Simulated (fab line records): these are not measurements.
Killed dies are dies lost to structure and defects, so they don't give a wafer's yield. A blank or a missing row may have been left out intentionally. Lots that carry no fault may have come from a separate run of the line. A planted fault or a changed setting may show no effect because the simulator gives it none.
fab line records	flow nandHarc
record lots=5	wafers=15	lastDay=33
route steps=1302 shown A_M0@1166 A_M1@1169 END@1302
lots that met no fault: from a run of the same line without faults
startH: start of the lot's first displayed wafer, in hours after the record's first day	waitH: hours since the lot's step before	" as in the row above	L1.1+2: several wafers, shown together as one row	- either no value or no given start	* or withheld: withheld	< > ~ a bound
route shown NAME@n: NAME is a module with steps in the file, n the number in the route of the first one	usual: average and standard deviation across the fault-free wafers	same: alike in all rows	chamber/n: place in a boat	sites: per-site readings	_std_site: how widely they spread, as a standard deviation	_edge_site: mean of outer sites minus mean of inner sites	radiusMm: how far each site lies from the wafer's centre	mask NAME#n: copy n	behind: the most recent tool/chamber to have shaped the wafer	hold: why the lot went on hold/how many hours it stayed there/how the hold came to an end	device: names the non-switching transistor (n, p or np)	end of line: tests of these same wafers at the route's end	step lacking rows: just its recipe	killed: dies that structure and defects cost at the first sort, which is not the same as the wafer's yield	map: dies across one wafer; x = killed, . = not, _ = none there
set.NAME: the setting the step ran with; set.NAME@STEP: the setting that earlier step ran with	model.NAME: the simulator's own value behind a step, which no gauge read
lots seen at some steps along the route; tables by step, rows by wafer
services: from which hour (startH, from the record's first day; less than 0 if before it) a tool's chamber was out of use, for how many hours, and why
## steps
# step NHARC_A_M0_INSPECT_27
# usual rawDefectCount=571/160
lot.wafer	tool	chamber	startH	waitH	rawDefectCount
L559.2	defectInspect-02	-	531.55	0.0	798
L559.3	"	-	"	"	490
L559.6	"	-	"	"	789
L558.2	defectInspect-01	-	535.88	0.0	607
L558.3	"	-	"	"	681
L558.4	"	-	"	"	517
L571.2	defectInspect-01	-	670.46	0.0	595
L571.3	"	-	"	"	560
L571.4	"	-	"	"	543
L579.1	defectInspect-02	-	745.83	0.0	543
L579.2	"	-	"	"	517
L579.4	"	-	"	"	586
L580.3	defectInspect-01	-	747.36	0.0	350
L580.4	"	-	"	"	627
L580.6	"	-	"	"	505
# step NHARC_A_M0_PRE_CLEAN_31
# recipe timeS=12	tempC=370	rfPowerW=300	gas=NH3
# usual heaterPowerW=654/74
lot.wafer	tool	chamber	startH	waitH	heaterPowerW
L559.3	pecvd-03	2	531.62	0.1	664
L559.2	"	0	"	"	688
L559.6	"	1	"	"	690
L558.3	pecvd-01	2	535.96	0.1	679
L558.2	"	0	"	"	577
L558.4	"	0	"	"	562
L571.2	pecvd-04	1	670.52	0.1	787
L571.3	"	0	"	"	638
L571.4	"	2	"	"	664
L579.1	pecvd-01	0	745.89	0.1	577
L579.2	"	2	"	"	558
L579.4	"	1	"	"	716
L580.3	pecvd-01	0	747.42	0.1	535
L580.4	"	0	"	"	548
L580.6	"	1	"	"	701
# step NHARC_A_M0_DEP_32
# recipe targetThkA=300	tempC=370	targetThkNm=30	pressureTorr=3	flowSccm=200	rfW=450	material=SiCN
# usual chamberPressureTorr=3.001/0.0062	heaterPowerW=596/72	showerheadVppV=1294/67
lot.wafer	tool	chamber	startH	waitH	chamberPressureTorr	heaterPowerW	showerheadVppV
L559.3	pecvd-03	2	531.70	0.1	3.003	583	1369
L559.2	"	0	"	"	2.994	520	1304
L559.6	"	1	"	"	2.996	587	1390
L558.3	pecvd-01	2	536.07	0.1	2.994	652	1344
L558.2	"	0	"	"	2.989	520	1220
L558.4	"	0	"	"	2.994	542	1234
L571.2	pecvd-04	1	670.60	0.1	2.999	642	1308
L571.3	"	0	"	"	2.996	600	1236
L571.4	"	2	"	"	2.998	612	1372
L579.1	pecvd-01	0	745.97	0.1	3.001	443	1223
L579.2	"	2	"	"	3.005	550	1299
L579.4	"	1	"	"	3.002	636	1197
L580.3	pecvd-01	0	747.50	0.1	2.993	468	1213
L580.4	"	0	"	"	3.004	470	1238
L580.6	"	1	"	"	3.001	616	1177
# step NHARC_A_M1_DEP_00
# recipe targetThkA=1825	targetThkNm=182.5	tempC=withheld	pressureTorr=5	flowSccm=200	rfW=600	material=SiOC
# step NHARC_A_M1_DEHYDRATE_01
# recipe tempC=150	timeS=120
# step NHARC_A_M1_HMDS_02
# recipe timeS=30
# step NHARC_A_M1_COAT_34
# recipe tempC=200	timeS=65
# step NHARC_A_M1_COAT_03
# recipe spinRpm=1500	resistThkNm=90
# step NHARC_A_M1_SOFTBAKE_04
# recipe tempC=105	timeS=55
# step NHARC_A_M1_EBR_05
# step NHARC_A_M1_EXPOSE_06
# recipe na=1.35	targetCdNm=120	doseMj=75.13	maskId=A_M1
# step NHARC_A_M1_PEB_07
# recipe pebTempC=100	pebTimeS=65
# step NHARC_A_M1_DEVELOP_08
# recipe developTimeS=35	devTempC=23
lot.wafer	tool	chamber	startH	waitH
L559.2+3+6	lithoTrack-04	0	532	-
L558.2+3+4	lithoTrack-06	0	537	-
L571.2+3+4	lithoTrack-04	0	671	-
L579.1+2+4	lithoTrack-01	0	747	-
L580.3+4+6	lithoTrack-06	0	748	-
# step NHARC_A_M1_CD_MEAS_09
# recipe targetCdNm=120	landingEnergyEv=500
# usual cdNm=119.5/0.67
lot.wafer	tool	chamber	startH	waitH	cdNm
L559.2	cdSem-01	0	532.94	-	119.1
L559.3	"	0	"	"	119.4
L559.6	"	0	"	"	118.8
L558.2	cdSem-03	0	537.27	-	119.9
L558.3	"	0	"	"	118.8
L558.4	"	0	"	"	119.7
L571.2	cdSem-02	0	671.71	-	119.5
L571.3	"	0	"	"	121.3
L571.4	"	0	"	"	119.0
L579.1	cdSem-02	0	747.22	-	120.0
L579.2	"	0	"	"	119.5
L579.4	"	0	"	"	120.0
L580.3	cdSem-02	0	748.61	-	120.3
L580.4	"	0	"	"	118.9
L580.6	"	0	"	"	119.8
# step NHARC_A_M1_OVL_MEAS_10
# recipe pitchNm=240
# usual overlayXNm=-0.1/1	overlayYNm=-0.1/0.66
lot.wafer	tool	chamber	startH	waitH	overlayXNm	overlayYNm
L559.2	overlay-01	-	533.03	-	-0.6	0.0
L559.3	"	-	"	"	-0.7	0.3
L559.6	"	-	"	"	-0.4	0.4
L558.2	overlay-01	-	537.35	-	-1.5	-0.3
L558.3	"	-	"	"	-0.9	-0.2
L558.4	"	-	"	"	-0.6	-0.3
L571.2	overlay-01	-	671.79	-	0.8	-0.6
L571.3	"	-	"	"	0.8	-0.3
L571.4	"	-	"	"	1.6	-0.5
L579.1	overlay-02	-	747.31	-	0.8	0.9
L579.2	"	-	"	"	0.5	0.3
L579.4	"	-	"	"	0.5	-0.2
L580.3	overlay-02	-	748.70	-	-0.5	-0.1
L580.4	"	-	"	"	-0.8	-0.4
L580.6	"	-	"	"	-1.1	-0.1
# step NHARC_A_M1_INSPECT_11
# usual rawDefectCount=82/42
lot.wafer	tool	chamber	startH	waitH	rawDefectCount
L559.2	defectInspect-01	-	533.07	0.0	67
L559.3	"	-	"	"	63
L559.6	"	-	"	"	49
L558.2	defectInspect-01	-	537.39	0.0	15
L558.3	"	-	"	"	23
L558.4	"	-	"	"	27
L571.2	defectInspect-01	-	671.83	0.0	83
L571.3	"	-	"	"	75
L571.4	"	-	"	"	75
L579.1	defectInspect-02	-	747.34	0.0	107
L579.2	"	-	"	"	127
L579.4	"	-	"	"	120
L580.3	defectInspect-01	-	748.73	0.0	16
L580.4	"	-	"	"	20
L580.6	"	-	"	"	19
# step NHARC_A_M1_DESCUM_14
# recipe timeS=3	o2FlowSccm=200	arFlowSccm=0	biasPowerW=0	chemistry=O2
# usual drypumpMotorCurrentA=5.74/0.27	oesProductAu=1.001/0.013	rfVppV=57.9/0.96	showerheadPlenumPTorr=1.96/0.057	throttleValvePct=11.312/0.0092
lot.wafer	tool	chamber	startH	waitH	drypumpMotorCurrentA	oesProductAu	rfHoursCounterH	rfVppV	showerheadPlenumPTorr	throttleValvePct	model.A_M1.cdNm
L559.3	rieDiel-07	0	533.13	0.1	5.56	0.994	1.0	58.6	1.91	11.314	120.1
L559.2	"	1	"	"	6.10	0.994	1.0	58.4	2.03	11.314	119.7
L559.6	"	0	"	"	5.54	0.994	-	58.5	1.91	11.336	119.6
L558.3	rieDiel-12	1	537.45	0.1	5.23	0.999	3.4	56.9	1.82	11.323	118.9
L558.4	"	2	"	"	5.15	1.009	4.1	58.0	1.91	11.290	119.5
L558.2	"	0	"	"	5.70	1.007	3.7	57.6	1.85	11.325	121.1
L571.2	rieDiel-05	1	671.89	0.1	5.78	0.984	3.2	58.4	1.97	11.308	118.8
L571.4	"	2	"	"	5.89	0.997	3.5	58.3	2.02	11.318	118.2
L571.3	"	3	"	"	5.37	1.006	3.2	57.7	1.88	11.310	120.5
L579.2	rieDiel-05	1	747.41	0.1	5.82	0.996	7.5	58.7	1.97	11.326	119.5
L579.1	"	2	"	"	5.88	0.989	7.2	56.8	2.01	11.328	120.2
L579.4	"	0	"	"	5.64	1.034	7.2	57.5	1.99	11.310	119.3
L580.4	rieDiel-07	1	748.81	0.1	6.05	1.003	1.8	58.4	2.03	11.324	119
L580.3	"	3	"	"	5.94	0.993	2.0	57.3	1.93	11.305	120.6
L580.6	"	0	"	"	5.48	0.981	-	57.3	1.91	11.302	119.5
# step NHARC_A_M1_ETCH_35
# recipe targetDepthA=400	overetchA=120	timeS=43.94	ionEnergyEv=200	n2FlowSccm=150	h2FlowSccm=150	arFlowSccm=0	rfW=400	biasW=150	chemistry=N2/H2
# usual drypumpMotorCurrentA=5.74/0.27	n2FlowSccm=150.0/0.42	oesProductAu=1.001/0.013	rfVppV=431.9/2	showerheadPlenumPTorr=2.09/0.061	throttleValvePct=14.172/0.0092
lot.wafer	tool	chamber	startH	waitH	drypumpMotorCurrentA	n2FlowSccm	oesProductAu	rfHoursCounterH	rfVppV	showerheadPlenumPTorr	throttleValvePct
L559.2	rieDiel-07	3	533.21	0.1	5.92	149.7	0.988	0.8	430.1	2.06	14.186
L559.3	"	0	"	"	5.50	149.9	1.001	1.0	429.5	2.04	14.165
L559.6	"	3	"	"	5.92	149.8	0.998	-	431.8	2.06	14.155
L558.3	rieDiel-12	3	537.54	0.1	6.06	150.9	1.004	3.8	433.0	2.10	14.170
L558.2	"	0	"	"	5.74	150.0	1.004	3.7	428.0	1.97	14.160
L558.4	"	1	"	"	5.22	150.0	0.995	3.4	427.8	1.94	14.177
L571.4	rieDiel-05	3	671.98	0.1	5.37	150.0	1.000	3.2	429.5	2.00	14.171
L571.2	"	1	"	"	5.86	150.6	1.008	3.2	432.3	2.11	14.170
L571.3	"	2	"	"	5.92	150.2	0.986	3.5	433.0	2.15	14.182
L579.2	rieDiel-05	1	747.49	0.1	5.80	150.8	0.988	7.5	432.4	2.10	14.179
L579.1	"	2	"	"	5.89	150.1	0.988	7.2	433.3	2.15	14.169
L579.4	"	0	"	"	5.67	149.5	1.026	7.2	432.3	2.12	14.159
L580.4	rieDiel-07	3	748.88	0.1	5.93	150.4	0.979	2.0	431.1	2.06	14.190
L580.3	"	2	"	"	6.14	150.1	0.998	1.9	432.5	2.12	14.179
L580.6	"	3	"	"	5.92	150.2	0.987	-	431.4	2.06	14.173
# step NHARC_A_M1_ETCH_15
# recipe targetDepthA=1825	timeS=91.2	c4f8FlowSccm=withheld	arFlowSccm=400	rfW=600	biasW=300	chemistry=C4F8/Ar
# usual oesProductAu=0.951/0.026	rfVppV=442.2/1.7
lot.wafer	tool	chamber	startH	waitH	oesProductAu	rfHoursCounterH	rfVppV	model.A_M1.cdNm
L559.2	rieDiel-07	2	-	-	0.941	1.0	442.5	119
L559.3	"	1	"	"	0.935	1.0	444.0	119.8
L559.6	"	2	"	"	0.943	-	443.5	119
L558.3	rieDiel-12	2	-	-	0.977	4.1	441.3	119.1
L558.4	"	3	"	"	0.977	3.8	442.6	119.3
L558.2	"	0	"	"	0.979	3.8	439.1	120.5
L571.2	rieDiel-05	2	-	-	0.960	3.6	444.8	118.8
L571.4	"	0	"	"	1.009	3.0	443.4	117.6
L571.3	"	1	"	"	0.955	3.3	442.4	120.9
L579.1	rieDiel-05	0	-	-	0.997	7.2	443.3	120.6
L579.4	"	2	"	"	0.959	7.3	443.5	118.9
L579.2	"	3	"	"	0.988	7.6	440.4	119.1
L580.3	rieDiel-07	1	-	-	0.929	1.9	443.8	121
L580.4	"	0	"	"	0.900	2.0	439.5	119.5
L580.6	"	2	"	"	0.931	-	442.2	119.6
# step NHARC_A_M1_CD_MEAS_16
# usual cdNm=119.3/0.88
lot.wafer	tool	chamber	startH	waitH	cdNm
L559.2	cdSem-01	-	533.43	-	118.9
L559.3	"	-	"	"	119.9
L559.6	"	-	"	"	118.9
L558.2	cdSem-02	-	537.76	-	120.7
L558.3	"	-	"	"	119.3
L558.4	"	-	"	"	119.1
L571.2	cdSem-01	-	672.20	-	118.5
L571.3	"	-	"	"	120.7
L571.4	"	-	"	"	117.6
L579.1	cdSem-03	-	747.71	-	120.8
L579.2	"	-	"	"	119.2
L579.4	"	-	"	"	118.9
L580.3	cdSem-02	-	749.11	-	121.0
L580.4	"	-	"	"	119.2
L580.6	"	-	"	"	119.4
# step NHARC_END_SORT_01
# recipe tempC=25
# usual defectLimitedYield=91/3.1	killedAtArray=54/21	killedAtOther=0.9/1.1	killedAtPeriphery=3.5/2.5	killedDies=58/21	killedOpen=3.3/1.9	killedShort=2.6/1.8	sort_bin_2_pct=3.0/1.4	sort_bin_3_pct=0.6/0.41	sort_bin_4_pct=4.9/1.7	sortNPass=619/21	sortRimYieldPct=92/4	sortYieldPct=91/3.1
# same grossDies=677	sort_bin_5_pct[%]=0	sort_bin_6_pct[%]=0	sort_bin_7_pct[%]=0	sort_bin_8_pct[%]=0	sortRimNGross=106.00
lot.wafer	tool	chamber	startH	waitH	defectLimitedYield[%]	killedAtArray	killedAtOther	killedAtPeriphery	killedDies	killedOpen	killedShort	sort_bin_2_pct[%]	sort_bin_3_pct[%]	sort_bin_4_pct[%]	sortNPass	sortRimYieldPct[%]	sortYieldPct[%]
L559.2	prober-02	0	569.15	2.8	93	43	0	2	45	2	0	1.6	0.4	4.6	632	98	93
L559.3	prober-02	0	569.95	3.1	92	51	1	3	55	7	0	3.4	0.4	4.3	622	91	92
L559.6	prober-02	0	572.36	4.0	93	37	1	9	47	5	2	2.4	0.3	4.3	630	97	93
L558.2	prober-02	0	578.09	2.8	95	23	2	6	31	3	5	1.0	0	3.5	646	97	95
L558.3	prober-02	0	578.89	3.1	96	23	1	4	28	3	0	1.6	0.3	2.2	649	96	96
L558.4	prober-02	0	579.69	3.4	95	25	0	7	32	2	2	1.8	0.1	2.8	645	95	95
L571.2	prober-01	0	706.28	2.8	91	58	1	0	59	2	1	2.1	1.0	5.6	618	95	91
L571.3	prober-01	0	707.09	3.1	91	56	1	4	61	4	3	2.8	0.3	5.9	616	94	91
L571.4	prober-01	0	707.89	3.4	92	49	4	2	55	2	2	2.5	1.0	4.6	622	98	92
L579.1	prober-01	0	786.05	2.5	90	63	1	1	65	5	2	3.1	0.7	5.8	612	90	90
L579.2	prober-01	0	786.84	2.8	91	61	0	1	62	2	4	3.1	1.2	4.9	615	86	91
L579.4	prober-01	0	788.43	3.4	94	40	0	4	44	2	4	2.4	0.9	3.2	633	89	94
L580.3	prober-02	0	787.64	3.1	96	18	5	4	27	2	2	0.9	0.1	3.0	650	99	96
L580.4	prober-02	0	788.42	3.3	96	25	2	2	29	4	2	1.6	0.1	2.5	648	97	96
L580.6	prober-02	0	789.99	3.9	97	18	0	0	18	0	2	0.7	0.3	1.6	659	99	97
# killed by level:class
L559.2 A_CHANNEL_HOLE_D2:chamberFilmFlake=32 A_CONTACT:chamberFilmFlake=3 A_CHANNEL_HOLE_D1:chamberFilmFlake=2 A_CHANNEL_FILL_D1:chamberFilmFlake=2 A_WL_FILL:chamberFilmFlake=2 P_M0:geometricParticle:open=1 A_ONON_D2:geometricParticle:open=1 P_CONTACT:chamberFilmFlake=1
L559.3 A_CHANNEL_HOLE_D2:chamberFilmFlake=30 A_CONTACT:chamberFilmFlake=7 A_CHANNEL_FILL_D1:chamberFilmFlake=5 A_SLIT:chamberFilmFlake=3 A_ONON_D2:geometricParticle:open=2 P_M2:geometricParticle:open=1 A_CHANNEL_FILL_D1:geometricParticle:open=1 A_DECK1_JOINT:geometricParticle:open=1
L559.6 A_CHANNEL_HOLE_D2:chamberFilmFlake=26 P_CONTACT:chamberFilmFlake=4 A_CONTACT:chamberFilmFlake=3 P_M0:geometricParticle:open=2 P_GATE:chamberFilmFlake=2 A_CHANNEL_HOLE_D1:chamberFilmFlake=2 A_CHANNEL_FILL_D1:chamberFilmFlake=2 P_STI:geometricParticle:open=1
L558.2 A_CHANNEL_HOLE_D2:chamberFilmFlake=6 A_CONTACT:chamberFilmFlake=5 P_GATE:chamberFilmFlake=3 A_CHANNEL_FILL_D1:geometricParticle:open=2 A_WL_FILL:geometricParticle:short=2 P_STI:chamberFilmFlake=2 A_STAIRCASE:chamberFilmFlake=2 HYBRID_BOND:chamberFilmFlake=2
L558.3 A_STAIRCASE:chamberFilmFlake=6 A_CHANNEL_HOLE_D2:chamberFilmFlake=5 P_GATE:chamberFilmFlake=4 A_CHANNEL_HOLE_D1:chamberFilmFlake=4 A_DECK1_JOINT:geometricParticle:open=1 A_CHANNEL_FILL_D2:geometricParticle:open=1 A_WL_FILL:geometricParticle:open=1 A_ZERO_WELL:chamberFilmFlake=1
L558.4 A_CHANNEL_HOLE_D2:chamberFilmFlake=7 A_STAIRCASE:chamberFilmFlake=6 P_GATE:chamberFilmFlake=5 A_CHANNEL_HOLE_D1:chamberFilmFlake=5 A_DECK1_JOINT:chamberFilmFlake=2 A_CHANNEL_FILL_D2:geometricParticle:short=1 P_CONTACT:geometricParticle:open=1 P_M0:geometricParticle:open=1
L571.2 A_CHANNEL_HOLE_D1:chamberFilmFlake=35 A_CONTACT:chamberFilmFlake=6 A_ZERO_WELL:chamberFilmFlake=3 A_CHANNEL_FILL_D2:chamberFilmFlake=3 A_WL_FILL:chamberFilmFlake=3 A_CHANNEL_FILL_D1:geometricParticle:open=2 A_STAIRCASE:chamberFilmFlake=2 A_SLIT:chamberFilmFlake=2
L571.3 A_CHANNEL_HOLE_D1:chamberFilmFlake=35 P_M1:chamberFilmFlake=3 A_SLIT:chamberFilmFlake=3 A_CHANNEL_FILL_D2:chamberFilmFlake=3 A_CONTACT:chamberFilmFlake=3 A_M0:geometricParticle:open=2 A_WL_FILL:chamberFilmFlake=2 A_ONON_D1:geometricParticle:short=1
L571.4 A_CHANNEL_HOLE_D1:chamberFilmFlake=25 A_CONTACT:chamberFilmFlake=6 A_ZERO_WELL:chamberFilmFlake=5 A_SLIT:chamberFilmFlake=5 THIN_TSV:chamberFilmFlake=3 A_CHANNEL_FILL_D1:geometricParticle:short=2 A_CHANNEL_FILL_D2:chamberFilmFlake=2 A_WL_FILL:chamberFilmFlake=2
L579.1 A_CHANNEL_HOLE_D2:chamberFilmFlake=25 A_SLIT:chamberFilmFlake=17 A_CONTACT:chamberFilmFlake=7 A_CHANNEL_HOLE_D1:chamberFilmFlake=3 A_CHANNEL_FILL_D2:geometricParticle:open=2 A_WL_FILL:geometricParticle:open=2 A_CHANNEL_FILL_D2:chamberFilmFlake=2 A_ONON_D2:geometricParticle:short=1
L579.2 A_CHANNEL_HOLE_D1:chamberFilmFlake=17 A_SLIT:chamberFilmFlake=14 A_CHANNEL_HOLE_D2:chamberFilmFlake=12 A_CONTACT:chamberFilmFlake=6 A_WL_FILL:geometricParticle:short=2 A_DECK1_JOINT:chamberFilmFlake=2 A_STAIRCASE:chamberFilmFlake=2 A_BLC:chamberFilmFlake=2
L580.3 A_SLIT:chamberFilmFlake=10 THIN_TSV:chamberFilmFlake=5 P_ZERO_WELL:chamberFilmFlake=2 A_CHANNEL_FILL_D2:chamberFilmFlake=2 P_CONTACT:geometricParticle:open=1 A_CHANNEL_FILL_D1:geometricParticle:short=1 A_CONTACT:geometricParticle:open=1 A_M1:geometricParticle:short=1
L580.4 A_SLIT:chamberFilmFlake=10 A_M0:geometricParticle:open=2 P_STI:chamberFilmFlake=2 A_CHANNEL_HOLE_D1:chamberFilmFlake=2 A_CHANNEL_HOLE_D2:chamberFilmFlake=2 A_CONTACT:chamberFilmFlake=2 THIN_TSV:chamberFilmFlake=2 A_ONON_D2:geometricParticle:short=1
L579.4 A_CHANNEL_HOLE_D2:chamberFilmFlake=16 A_SLIT:chamberFilmFlake=8 A_CONTACT:chamberFilmFlake=6 A_CHANNEL_HOLE_D1:chamberFilmFlake=4 P_STI:chamberFilmFlake=2 P_CONTACT:geometricParticle:open=1 A_ONON_D1:geometricParticle:short=1 A_DECK1_JOINT:geometricParticle:short=1
L580.6 A_SLIT:chamberFilmFlake=9 A_CHANNEL_FILL_D2:chamberFilmFlake=3 A_CHANNEL_FILL_D2:geometricParticle:short=2 A_M0:chamberFilmFlake=2 A_STAIRCASE:chamberFilmFlake=1 A_CONTACT:chamberFilmFlake=1
## services
tool	chamber	startH	hours	kind
rieDiel-12	3	513.77	10.1	repair
rieDiel-05	2	517.99	13.5	repair
lithoTrack-06	-	529.00	7.0	pm
pecvd-03	-	547.24	13.0	pm
lithoTrack-04	-	553.00	7.0	pm
rieDiel-12	1	564.14	1.3	repair
rieDiel-05	-	583.66	9.0	pm
rieDiel-12	3	587.34	8.2	repair
rieDiel-12	2	593.61	5.2	repair
rieDiel-12	-	622.45	9.0	pm
pecvd-04	1	626.18	16.6	repair
pecvd-04	-	631.65	13.0	pm
rieDiel-07	-	648.20	9.0	pm
pecvd-03	-	651.34	0.7	repair
rieDiel-07	1	674.88	4.7	repair
rieDiel-07	2	677.87	6.3	repair
lithoTrack-01	-	680.00	7.0	pm
pecvd-01	-	681.27	13.0	pm
lithoTrack-06	-	704.00	7.0	pm
rieDiel-05	-	718.94	1.1	repair
pecvd-04	0	722.01	3.7	repair
lithoTrack-04	-	728.00	7.0	pm
pecvd-03	-	728.24	13.0	pm
rieDiel-05	2	728.97	5.3	repair
## key
firstSign none at tools or gauges
modelEffect step=NHARC_A_M1_DESCUM_14	value=A_M1.cdNm	without=119	struck=120.5
modelEffect step=NHARC_A_M1_ETCH_15	value=A_M1.cdNm	without=119.5	struck=120.9
metAt NHARC_A_M1_DEVELOP_08
struckWafers L571.3
onsetBetween 532 671
fault kind=processParameterDrift	tool=lithoTrack-04	chamber=-	onsetH=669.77	steps=NHARC_A_M1_DEVELOP_08	channel=developTimeS	offset=*	shape=step	endH=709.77	scope=struckWafersOnly	actsIn=*	stated=*
